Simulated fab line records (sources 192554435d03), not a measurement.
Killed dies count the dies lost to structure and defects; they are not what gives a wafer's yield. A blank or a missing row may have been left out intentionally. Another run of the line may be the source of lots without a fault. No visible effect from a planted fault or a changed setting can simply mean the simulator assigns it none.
A struck lot beside a sound one | flow n5_finfet | 38 out of 1938 route steps
Sound: these wafers, L152.4, L152.5, L152.6. Wafers L150.2, L150.4, L150.5 were the ones struck. The cause comes at the end.
Each step with rows lists, per side, the tool, then ch with its chambers, then its first start. Under that, the readings that differ: sound wafers | struck wafers | difference of the means | sigmas: that difference in standard deviations of wafers without a fault.
alike: words and numbers the same on both sides, and readings whose means are apart by under 2 such deviations; not compared: readings that were withheld, readings missing a value for some wafer, numbers with overlapping values and no deviation given by the record, and bounds like >300 which may hide the same value.
A row with sigmas, a row that says differs or no value, or rows on one side alone: a step with any of these is where the two part. Non-overlapping numbers with no deviation appear without sigmas and do not part them. A reading that every wafer of one side lacks parts them only if that side has two wafers or more.

first, 11 steps without rows for these wafers: N5_FIN_SAQP_SPACER1_ETCHBACK_25 (etches SiO2 in CHF3/O2, target depth 24.4 nm, time 12.2 s); N5_FIN_SAQP_MANDREL1_REMOVE_56 (chemistry HBr/Cl2/O2, target a-Si, stops on SiNx, bt time 10 s); N5_FIN_SAQP_ETCH_57 (etches SiNx in CH3F/O2, target depth 32.5 nm, time 46.4 s); N5_FIN_SAQP_ETCH_65 (etches SiO2 in CF4, target depth 4 nm, time 4.4 s); N5_FIN_SAQP_MANDREL_ETCH_58 (etches a-Si in HBr/Cl2, stops on SiNx, target depth 45 nm, bt time 10 s, time 27 s); N5_FIN_SAQP_RECESS_63 (chemistry HF/NH3, target SiO2, target depth 18 nm, afs cycles 3, sublimation time 60 s); N5_FIN_SAQP_COAT_68 (time 60 s, resist thk 100 nm); N5_FIN_SAQP_ETCH_69 (etches SOC in N2/H2, stops on SiNx, target depth 150 nm); N5_FIN_SAQP_ETCH_67 (etches SiNx in CH3F/O2, target depth 30 nm); N5_FIN_SAQP_STRIP_70 (strips in N2/H2); N5_FIN_SAQP_RECESS_71 (chemistry HF/NH3, target SiO2, target depth 3 nm, afs cycles 1, sublimation time 60 s).
N5_FIN_SAQP_SPACER2_ALD_28: deposits SiO2, target thk 8.1 nm, pulse time 1 s, purge time 2 s.
  sound on ald_sin-01 ch 1,2,3, day 7 19:48; struck on ald_sin-02 ch 1,2,3, day 7 07:26
  reading                                           | sound   | struck  | difference | sigmas
  model.SiO2_of_FIN_SAQP_SPACER2_ALD_28.thk_nm (nm) | 8 8 8.2 | 3 2.8 3 | -5         |
  alike: heater_power_w, precursor_pulse_height_rel
  not compared: since_wet_clean_h
then, 1 step without rows for these wafers: N5_FIN_SAQP_SPACER2_ETCHBACK_29 (etches SiO2 in CHF3/O2, target depth 12.2 nm, time 6.1 s).
N5_FIN_SAQP_MANDREL2_REMOVE_60: chemistry HBr/Cl2/O2, target a-Si, stops on SiNx, bt time 10 s.
  sound on rie_si-02 ch 0,1, day 7 20:13; struck on rie_si-05 ch 1,3, day 7 07:52
  reading                   | sound       | struck    | difference | sigmas
  model.FIN_SAQP.cd_nm (nm) | 8.2 8.2 8.2 | 3.2 2.6 3 | -5.3       |
  alike: bias_w, drypump_motor_current_A, oes_product_au, throttle_valve_pct
  not compared: rf_hours_counter_h
N5_FIN_SAQP_CD_MEAS_31 targets a cd of 8 nm.
  sound on cd_sem-03 ch 0, day 7 20:20; struck on cd_sem-03 ch 0, day 7 07:58
  reading    | sound          | struck         | difference | sigmas
  cd_nm (nm) | 7.88 8.35 8.31 | 3.33 2.55 3.18 | -5.16      | -21
then, 3 steps without rows for these wafers: N5_FIN_SAQP_HM_OPEN_33 (chemistry CH3F/O2, target SiNx, target depth 49.4 nm, time 70.6 s); N5_FIN_SAQP_ETCH_34 (etches SiO2 in C4F6/O2, target depth 45 nm, time 15 s); N5_FIN_SAQP_STRIP_77 (strips in N2/H2, time 90 s).
N5_FIN_SAQP_HM_CD_35 targets a cd of 8 nm.
  struck on cd_sem-03, day 7 08:14; sound on cd_sem-01, day 7 20:36
  reading    | sound          | struck         | difference | sigmas
  cd_nm (nm) | 8.12 8.04 8.06 | 3.28 2.34 2.82 | -5.26      | -19
then, 1 step without rows for these wafers: N5_FIN_SAQP_ETCH_64 (etches SiO2 in CF4, target depth 1.5 nm).
N5_FIN_SAQP_FIN_ETCH_36: etches the open film in HBr/Cl2/O2, target depth 120 nm, time 50.4 s.
  sound on rie_si-05 ch 1,2, day 7 20:40; struck on rie_si-02 ch 0,2, day 7 08:18
  reading                   | sound | struck    | difference | sigmas
  model.FIN_SAQP.cd_nm (nm) | 8 8 8 | 3 2.4 2.8 | -5         |
  alike: bias_w, drypump_motor_current_A, oes_product_au, throttle_valve_pct
  not compared: rf_hours_counter_h
N5_FIN_SAQP_CD_MEAS_37 targets a cd of 8 nm.
  struck on cd_sem-03, day 7 08:25; sound on cd_sem-01, day 7 20:47
  reading    | sound          | struck         | difference | sigmas
  cd_nm (nm) | 7.44 7.89 7.91 | 2.85 2.37 2.91 | -5.04      | -17
then, 14 steps without rows for these wafers: N5_FIN_SAQP_PRECLEAN_38 (cleans in O3/DIW, time 45 s); N5_FIN_SAQP_PRECLEAN_45 (cleans in dHF, time 10 s); N5_FIN_SAQP_SRD_39 (time 30 s); N5_FIN_CUT_COAT_18 (time 60 s, resist thk 230 nm); N5_FIN_CUT_COAT_19 (time 60 s, resist thk 20 nm); N5_FIN_CUT_COAT_29 (time 60 s, resist thk 10 nm); N5_FIN_CUT_COAT_02 (resist thk 30 nm); N5_FIN_CUT_EBR_04; N5_FIN_CUT_SOFTBAKE_03 (time 60 s); N5_FIN_CUT_EXPOSE_05 (exposes mask FIN CUT); N5_FIN_CUT_PEB_06 (peb time 60 s); N5_FIN_CUT_DEVELOP_07 (develop time 30 s); N5_FIN_CUT_DESCUM_13 (chemistry O2, time 7 s); N5_FIN_CUT_ETCH_30 (etches underlayer in N2/H2, target depth 13 nm, time 10.4 s).
N5_STI_FIN_REVEAL_CD_MEAS_22: target cd 6.238 nm, pitch 28 nm.
  struck on cd_sem-02, day 7 18:28; sound on cd_sem-03, day 8 07:00
  reading    | sound          | struck         | difference | sigmas
  cd_nm (nm) | 5.95 6.17 5.79 | 1.24 0.40 0.78 | -5.16      | -18
-- a jump in the record: the struck wafers' starts before and after are 6 days apart (it breaks off in module STI_FIN_REVEAL and resumes in module BEOL_M4, where the first step shown is number 1111 of the route) --
N5_BEOL_M4_RC_MEAS_101:
  sound on prober-01 ch 0, day 14 03:17; struck on prober-02 ch 0, day 13 08:05
  reading            | sound             | struck            | difference | sigmas
  DIBL_N (mV/V)      | 33.0 33.5 34.9    | 4.7 3.7 1.3       | -30.6      | -15
  DIBL_P (mV/V)      | 33.1 33.3 34.8    | -7.0 -8.5 -11.2   | -42.6      | -18
  IOFF_N (nA/um)     | 0.11 0.12 0.13    | 0.00 0.00 0.00    | -0.12      | -3
  IOFF_N_85C (nA/um) | 2.2 2.3 2.6       | 0.1 0.1 0.0       | -2.3       | -4
  IOFF_N_LIN (nA/um) | 0.053 0.057 0.060 | 0.001 0.001 0.001 | -0.056     | -4
  IOFF_P (nA/um)     | 0.15 0.15 0.17    | 0.01 0.00 0.00    | -0.15      | -4
  IOFF_P_85C (nA/um) | 2.8 2.8 3.0       | 0.2 0.1 0.1       | -2.7       | -5
  IOFF_P_LIN (nA/um) | 0.078 0.078 0.083 | 0.006 0.006 0.005 | -0.074     | -5
  ION_N (uA/um)      | 665 671 675       | 423 413 409       | -255       | -18
  ION_P (uA/um)      | 453 453 459       | 333 335 331       | -122       | -14
  SS_N (mV/dec)      | 70.3 70.7 71.2    | 64.9 65.1 64.2    | -6.0       | -9
  SS_P (mV/dec)      | 72.6 72.2 73.0    | 61.9 62.0 61.1    | -10.9      | -14
  VT_N (mV)          | 258 255 254       | 330 335 334       | +77        | +20
  VT_N_LVT (mV)      | 106 104 103       | 177 184 183       | +77        | +20
  VT_P (mV)          | -256 -256 -254    | -300 -304 -305    | -48        | -14
  VT_P_LVT (mV)      | -104 -103 -104    | -151 -154 -155    | -50        | -15

== WHERE THEY PART ==
First at N5_FIN_SAQP_CD_MEAS_31; last, within this record, at N5_BEOL_M4_RC_MEAS_101.

WHY: the cause the simulator had injected
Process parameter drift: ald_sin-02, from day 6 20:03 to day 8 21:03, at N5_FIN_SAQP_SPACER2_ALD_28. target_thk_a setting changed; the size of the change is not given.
